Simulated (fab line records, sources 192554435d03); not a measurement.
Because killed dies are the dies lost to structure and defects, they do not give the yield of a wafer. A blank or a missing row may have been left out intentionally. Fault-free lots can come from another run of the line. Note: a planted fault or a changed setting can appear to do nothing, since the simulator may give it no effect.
Matching of chambers | flow n5_finfet | N5_FIN_SAQP_SPACER2_ALD_28 on ald_sin-02: 4 sister chambers
The step deposits SiO2, target thk 8.1 nm, pulse time 1 s, purge time 2 s. 8 wafers are shown with their chamber, then 10 later ones without.

== WAFERS WITH THEIR CHAMBER ==
wafer  | chamber | heater_power_w (W) | precursor_pulse_height_rel
L076.6 | 0       | 436                | 0.970
L080.3 | 0       | 450                | 0.978
L085.6 | 3       | 478                | 1.009
L089.2 | 1       | 458                | 0.995
L089.5 | 3       | 492                | 1.010
L089.6 | 2       | 492                | 1.014
L092.2 | 2       | 468                | 1.035
L092.4 | 1       | 458                | 0.983

== WAFERS WITHOUT THEIR CHAMBER ==
wafer  | heater_power_w (W) | precursor_pulse_height_rel
L092.5 | 472                | 1.007
L094.2 | 451                | 1.004
L094.3 | 482                | 0.989
L094.5 | 500                | 1.014
L096.1 | 454                | 1.020
L096.4 | 510                | 1.016
L096.6 | 443                | 0.978
L097.3 | 495                | 1.005
L097.4 | 460                | 1.020
L097.6 | 460                | 1.006

== CHAMBER TAKEN BY EACH ==
wafer  | from the rows above               | in truth
L092.5 | can't be placed: 3 or 2 or 1      | 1
L094.2 | can't be placed: 1 or 3 or 0 or 2 | 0
L094.3 | can't be placed: 1 or 3 or 0 or 2 | 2
L094.5 | can't be placed: 3 or 2           | 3
L096.1 | can't be placed: 2 or 3 or 1      | 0
L096.4 | can't be placed: 3 or 2           | 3
L096.6 | can't be placed: 0 or 1           | 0
L097.3 | can't be placed: 3 or 2           | 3
L097.4 | can't be placed: 2 or 3 or 1      | 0
L097.6 | can't be placed: 1 or 3 or 2 or 0 | 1
0 of 10 placed correctly. These rows do not allow placing 10 (true chamber among the candidates in 8). Wrongly placed: 0.
How it was worked out, from the rows above alone: a wafer's distance from a chamber is the root of the sum, over the readings, of the square of ((its reading less the chamber's mean) divided by the reading's scatter). If the next closest chamber is less than 2 further off than the closest, the wafer can't be placed; otherwise it belongs to the closest. For every chamber, the mean is computed from those of its wafers that are shown. How the scatter is found: for the shown wafers, subtract from each reading the mean of its chamber, square and add these, divide the total by (wafers less chambers), then take the root.
